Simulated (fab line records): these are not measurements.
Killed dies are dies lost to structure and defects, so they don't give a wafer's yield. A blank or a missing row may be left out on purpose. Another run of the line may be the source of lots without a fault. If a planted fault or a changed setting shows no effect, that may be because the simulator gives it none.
Comparing a struck lot with a sound one -- flow nand-harc -- 14 out of 1159 route steps
Sound: the wafers L251.2, L251.4, L251.6. Struck: wafers L249.2, L249.5 (left out: L249.1, a lot-mate that was not struck); the cause follows at the end.
For every step that has rows: the tool of each side, followed by ch and its chambers, followed by its first start. Under that, the readings that differ: sound wafers -- struck wafers -- difference of the means -- sigmas: that difference in standard deviations of wafers without a fault.
alike: readings with means less than 2 such deviations apart, plus words and numbers identical on both sides. not compared: withheld readings, readings lacking a value on some wafer, bounds such as >300 that could conceal the same value, and numbers that have no deviation in the record and whose values overlap.
Wherever a step has rows on one side only, a row that says differs or no value, or a row with sigmas, the two part there. Numbers that have no deviation but don't overlap get no sigmas and don't part them. Lack of a reading on every wafer of one side parts them only where that side has two or more wafers.

first, 7 steps without rows for these wafers: NHARC_A_BONDPAD_COAT_33 (time 65 s); NHARC_A_BONDPAD_COAT_03 (resist thk 600 nm); NHARC_A_BONDPAD_SOFTBAKE_04 (time 70 s); NHARC_A_BONDPAD_EBR_05; NHARC_A_BONDPAD_EXPOSE_06 (exposes mask A BPAD); NHARC_A_BONDPAD_PEB_07 (peb time 80 s); NHARC_A_BONDPAD_DEVELOP_08 (time 50 s).
NHARC_A_BONDPAD_CD_MEAS_09: target cd 500 nm.
  sound on cd-sem-02 ch 0, day 21 05:08; struck on cd-sem-03 ch 0, day 21 02:45
  alike: cd-nm
NHARC_A_BONDPAD_OVL_MEAS_35:
  sound: overlay-02 at day 21 05:13; struck: overlay-01 at day 21 02:50
  alike: overlay-x-nm, overlay-y-nm
then, 1 step without rows for these wafers: NHARC_A_BONDPAD_HARDBAKE_10 (time 65 s).
NHARC_A_BONDPAD_DESCUM_11: chemistry O2, time 3 s.
  sound on rie-diel-10 ch 1,2,3, day 21 05:20; struck on rie-diel-06 ch 1,2, day 21 02:58
  alike: drypump-motor-current-A, oes-product-au, rf-vpp-V, showerhead-plenum-p-Torr, throttle-valve-pct
  not compared: rf-hours-counter-h
NHARC_A_BONDPAD_ETCH_34: etches the open film in N2/H2, target depth 60 nm, overetch 18 nm, time 65.91 s.
  sound on rie-diel-10 ch 1,2,3, day 21 05:55; struck on rie-diel-06 ch 3, day 21 03:02
reading,sound,struck,difference,sigmas
oes-product-au (a.u.),0.985 0.991 0.997,1.015 1.016,+0.024,+2
  alike: drypump-motor-current-A, rf-vpp-V, run-length-s, showerhead-plenum-p-Torr, throttle-valve-pct
  not compared: rf-hours-counter-h
NHARC_A_BONDPAD_ETCH_12: etches the open film in CHF3/O2, target depth 220 nm, time 110 s.
  sound on rie-diel-10 ch 2,3, day 21 06:03; struck on rie-diel-06 ch 0, day 21 03:08
reading,sound,struck,difference,sigmas
run-length-s (s),131.6 131.3 131.6,89.8 90.2,-41.5,-86
  alike: drypump-motor-current-A, oes-product-au, rf-vpp-V, showerhead-plenum-p-Torr, throttle-valve-pct
  not compared: rf-hours-counter-h
NHARC_A_BONDPAD_CD_MEAS_13:
  sound: cd-sem-01 at day 21 06:11; struck: cd-sem-03 at day 21 03:16
  alike: cd-nm

== WHERE THEY PART ==
At NHARC_A_BONDPAD_ETCH_34 first; at NHARC_A_BONDPAD_ETCH_12 last (within this record only). Later steps at which nothing parts them and some readings are alike: NHARC_A_BONDPAD_CD_MEAS_13.

WHY: whatever the simulator had introduced
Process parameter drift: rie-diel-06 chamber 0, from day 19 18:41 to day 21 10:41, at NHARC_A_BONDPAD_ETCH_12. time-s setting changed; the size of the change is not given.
